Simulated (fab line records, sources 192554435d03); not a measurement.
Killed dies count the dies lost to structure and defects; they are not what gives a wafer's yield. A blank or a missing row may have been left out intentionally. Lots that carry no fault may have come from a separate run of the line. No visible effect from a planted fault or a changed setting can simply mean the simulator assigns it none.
Lot-split experiment | flow n5_finfet | on a route of 1938 steps: 7 lots, 39 wafers read

## THE SPLIT ITSELF
At N5_GATE_CUT_ETCH_58 (etches SiNx in CH3F/O2, target depth 17 nm, time 128.6 s), the setting time_s was moved away from the recipe's 128.6 s on 15 of the 39 wafers read, by -32.3% to +30.8%. All remaining wafers had this setting at the recipe value.

The reading is taken at the split's own step.

## THE READING
SiNx_of_SDB_ALD_29.thk_nm (the simulator's own value, which no gauge read), in nm, at N5_GATE_CUT_ETCH_58 (etches SiNx in CH3F/O2, target depth 17 nm, time 128.6 s). There is no usual value for it anywhere in the file. The 24 wafers here that ran the recipe average 24.6 nm, standard deviation 0.12 nm.

wafer  | tool, chamber at the split | time_s as run, s | against the recipe | SiNx_of_SDB_ALD_29.thk_nm, nm | against lot-mates on the recipe
L074.3 | rie_diel-06, 3             | 128.6            | recipe             | 24.6                          | -
L074.4 | rie_diel-06, 1             | 128.6            | recipe             | 24.6                          | -
L074.5 | rie_diel-06, 3             | 128.6            | recipe             | 24.6                          | -
L078.1 | rie_diel-04, 3             | 128.6            | recipe             | 24.6                          | -
L078.2 | rie_diel-04, 1             | 87.08            | -32.3%             | 25.6                          | +1.1
L078.3 | rie_diel-04, 2             | 87.08            | -32.3%             | 25.4                          | +0.9
L078.4 | rie_diel-04, 2             | 87.08            | -32.3%             | 25.2                          | +0.7
L078.5 | rie_diel-04, 3             | 128.6            | recipe             | 24.4                          | -
L078.6 | rie_diel-04, 1             | 128.6            | recipe             | 24.6                          | -
L085.1 | rie_diel-06, 3             | 95.01            | -26.1%             | 25                            | +0.6
L085.2 | rie_diel-06, 1             | 95.01            | -26.1%             | 25.2                          | +0.8
L085.3 | rie_diel-06, 0             | 128.6            | recipe             | 24.4                          | -
L085.4 | rie_diel-06, 2             | 128.6            | recipe             | 24.4                          | -
L085.5 | rie_diel-06, 1             | 128.6            | recipe             | 24.4                          | -
L085.6 | rie_diel-06, 0             | 95.01            | -26.1%             | 25.2                          | +0.8
L090.1 | rie_diel-02, 1             | 128.6            | recipe             | 24.8                          | -
L090.2 | rie_diel-02, 2             | 168.2            | +30.8%             | 24                            | -0.7
L090.3 | rie_diel-02, 3             | 168.2            | +30.8%             | 23.8                          | -0.9
L090.4 | rie_diel-02, 3             | 128.6            | recipe             | 24.8                          | -
L090.5 | rie_diel-02, 2             | 128.6            | recipe             | 24.6                          | -
L090.6 | rie_diel-02, 1             | 168.2            | +30.8%             | 24                            | -0.7
L094.1 | rie_diel-02, 0             | 128.6            | recipe             | 24.4                          | -
L094.2 | rie_diel-02, 3             | 128.6            | recipe             | 24.6                          | -
L094.3 | rie_diel-02, 1             | 128.6            | recipe             | 24.6                          | -
L094.4 | rie_diel-02, 2             | 167.9            | +30.6%             | 23.8                          | -0.7
L094.5 | rie_diel-02, 0             | 167.9            | +30.6%             | 23.8                          | -0.7
L094.6 | rie_diel-02, 1             | 167.9            | +30.6%             | 23.8                          | -0.7
L096.1 | rie_diel-02, 3,2           | 128.6            | recipe             | 24.4                          | -
L096.3 | rie_diel-02, 3,2           | 128.6            | recipe             | 24.4                          | -
L096.2 | rie_diel-02, 1             | 128.6            | recipe             | 24.6                          | -
L096.4 | rie_diel-02, 0             | 167.5            | +30.2%             | 23.6                          | -0.9
L096.5 | rie_diel-02, 0             | 167.5            | +30.2%             | 23.4                          | -1.1
L096.6 | rie_diel-02, 1             | 167.5            | +30.2%             | 23.6                          | -0.9
L097.1 | rie_diel-06, 0             | 128.6            | recipe             | 24.6                          | -
L097.2 | rie_diel-06, 3             | 128.6            | recipe             | 24.6                          | -
L097.3 | rie_diel-06, 1             | 128.6            | recipe             | 24.6                          | -
L097.4 | rie_diel-06, 2             | 128.6            | recipe             | 24.4                          | -
L097.5 | rie_diel-06, 3             | 128.6            | recipe             | 24.6                          | -
L097.6 | rie_diel-06, 0             | 128.6            | recipe             | 24.6                          | -
When a row names more than one chamber, that row covers several wafers, and the file does not tell which wafer ran in which chamber.

FIT RESULTS
A straight line over all 39 wafers: SiNx_of_SDB_ALD_29.thk_nm changes by -0.0254 nm for each +1% of time_s; r = -0.96; the points scatter about the line by 0.15 nm.
The same after taking each lot's own level away (the mean of its wafers on the recipe; 39 wafers): -0.0271 nm for each +1%; r = -0.98; scatter 0.1 nm.
That fit puts the effect of the largest move of time_s on the reading at 0.87 nm.
Across the lots, their own levels run from 24.40 to 24.73 nm, a range of 2.8 times the standard deviation given above.
Consequently the slope shifts little with the lot-to-lot level, the two slopes agreeing.
Check: with one of the wafers moved furthest among these (-32.3%) left out of the fit, the line predicts +0.852 nm for it against its lot-mates. It came out at +1.07 nm against them.

## THE OTHER SPLITS THESE WAFERS WENT THROUGH
Note: prior to the reading, these wafers also went through further splits. Each is held against what the fit with the lots' levels taken away leaves over:
other split on the same wafers          | wafers away from the commonest value | r with SiNx_of_SDB_ALD_29.thk_nm (lot level and that fit taken away)
N5_ZERO_LAYER_DEVELOP_10 develop_time_s | 15                                   | +0.03
N5_SD_EPI_N_DEVELOP_08 develop_time_s   | 12                                   | -0.05
N5_SD_EPI_P_EPI_21 time_s               | 15                                   | -0.19

## THE WHOLE CHAIN: every reading that the file lists as answering this split, in the file's order
step                | what it does                                             | reading                                                                    | change (the file's fit)                | r (the file's)
N5_GATE_CUT_ETCH_58 | etches SiNx in CH3F/O2, target depth 17 nm, time 128.6 s | etch.depth_nm (the simulator's own value, which no gauge read)             | +0.173 nm for each +1% of the setting  | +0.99
N5_GATE_CUT_ETCH_58 | etches SiNx in CH3F/O2, target depth 17 nm, time 128.6 s | SiNx_of_SDB_ALD_29.thk_nm (the simulator's own value, which no gauge read) | -0.0271 nm for each +1% of the setting | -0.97

## THE FILE'S OWN FIT
SiNx_of_SDB_ALD_29.thk_nm changes by -0.0271 nm for each +1% of time_s, r = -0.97.
